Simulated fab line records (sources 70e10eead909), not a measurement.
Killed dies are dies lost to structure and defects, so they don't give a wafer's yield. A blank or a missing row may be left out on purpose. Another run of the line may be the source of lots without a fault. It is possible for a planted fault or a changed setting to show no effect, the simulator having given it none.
Which tool did it? ; flow nand-harc ; Sampling: 11 lots, 33 wafers, 4 of 1159 route steps

## WHAT THE GAUGES SHOWED, per wafer
NHARC_A_CONTACT_CD_MEAS_42: the cd target is 200 nm.
lot;measured;on;cd-nm (nm)
L828;day 17 11:52;cd-sem-01;198.5 200.1 200.3
L827;day 17 07:34;cd-sem-02;200.7 200.9 200.0
L829;day 18 00:55;cd-sem-02;200.9 201.0 200.8
L831;day 18 13:01;cd-sem-03;200.0 200.3 199.3
L832;day 18 14:28;cd-sem-02;198.8 199.9 199.5
L833;day 18 17:13;cd-sem-03;200.6 200.6 200.0
L837;day 19 07:04;cd-sem-02;199.8 200.8 201.4
L838;day 20 19:47;cd-sem-02;199.5 198.8 200.0
L844;day 21 21:53;cd-sem-02;201.1 200.0 200.5
L846;day 22 07:56;cd-sem-03;201.2 201.7 200.3
L845;day 21 16:30;cd-sem-03;200.3 201.0 200.4

## TOOL THAT RAN EACH LOT (tool first, then ch and the chambers of the sampled wafers, then the start)
lot;NHARC_A_SLIT_ETCH_29;NHARC_A_WL_FILL_STRIP_29;NHARC_A_CONTACT_DEP_24
L828;rie-diel-11 ch 1,2,3, day 15 08:46;rie-diel-05 ch 0,1, day 16 14:14;pecvd-04 ch 0,2, day 17 08:23
L827;rie-diel-08 ch 0,1,3, day 15 08:55;rie-diel-06 ch 0,1,3, day 16 15:14;pecvd-02 ch 0,1, day 17 04:05
L829;rie-diel-11 ch 0,2,3, day 16 04:52;rie-diel-03 ch 0,2,3, day 17 07:53;pecvd-02 ch 0,1,2, day 17 21:24
L831;rie-diel-12 ch 0,1,3, day 16 16:20;rie-diel-03 ch 0,1,2, day 17 21:37;pecvd-04 ch 0,1, day 18 09:32
L832;rie-diel-08 ch 0,2,3, day 16 16:32;rie-diel-06 ch 0,1,3, day 17 21:38;pecvd-02 ch 0,1,2, day 18 09:48
L833;rie-diel-08 ch 2,3, day 16 18:01;rie-diel-05 ch 0,2,3, day 18 00:44;pecvd-02 ch 0,1,2, day 18 13:58
L837;rie-diel-12 ch 1,2, day 17 15:16;rie-diel-05 ch 1,3, day 18 14:15;pecvd-04 ch 1,2, day 19 02:23
L838;rie-diel-11 ch 1,2,3, day 19 05:46;rie-diel-06 ch 1,3, day 20 04:49;pecvd-01 ch 0,1, day 20 16:10
L844;rie-diel-08 ch 0,1, day 19 14:15;rie-diel-06 ch 0,1, day 20 14:11;pecvd-01 ch 0,1,2, day 21 18:07
L846;rie-diel-11 ch 2,3, day 19 15:56;rie-diel-03 ch 1,2,3, day 20 19:34;pecvd-01 ch 0,2, day 22 02:39
L845;rie-diel-08 ch 1,2,3, day 19 16:39;rie-diel-05 ch 0,1,2, day 20 14:13;pecvd-01 ch 0,1,2, day 21 11:24
- NHARC_A_SLIT_ETCH_29: etches the open film in CF4/O2, target depth 100 nm, overetch 10 nm, time 55 s.
- NHARC_A_WL_FILL_STRIP_29: strips in O2, time 20 s.
- NHARC_A_CONTACT_DEP_24: deposits SiO2, target thk 500 nm.

## THE ANSWER, worked out from the rows above alone
Rule: the usual values come from the lots themselves. The widest of any qualifying gaps counts: lots, ordered by their means at a reading, are off when they make up no more than a third of the lots, leave a main group of 4 or more, and stand apart from it by 3 or more times the standard deviation of that group's means. A main group is skipped when, at the precision printed for the reading in the tables above, its means are all equal. Also off: a lot with no number at a reading for which 4 or more lots have one. Any other lot the step has rows for is counted as sound.
No lot is off at any reading shown: from this, nothing can be told.

## WHAT THE SIMULATOR HAD INSERTED
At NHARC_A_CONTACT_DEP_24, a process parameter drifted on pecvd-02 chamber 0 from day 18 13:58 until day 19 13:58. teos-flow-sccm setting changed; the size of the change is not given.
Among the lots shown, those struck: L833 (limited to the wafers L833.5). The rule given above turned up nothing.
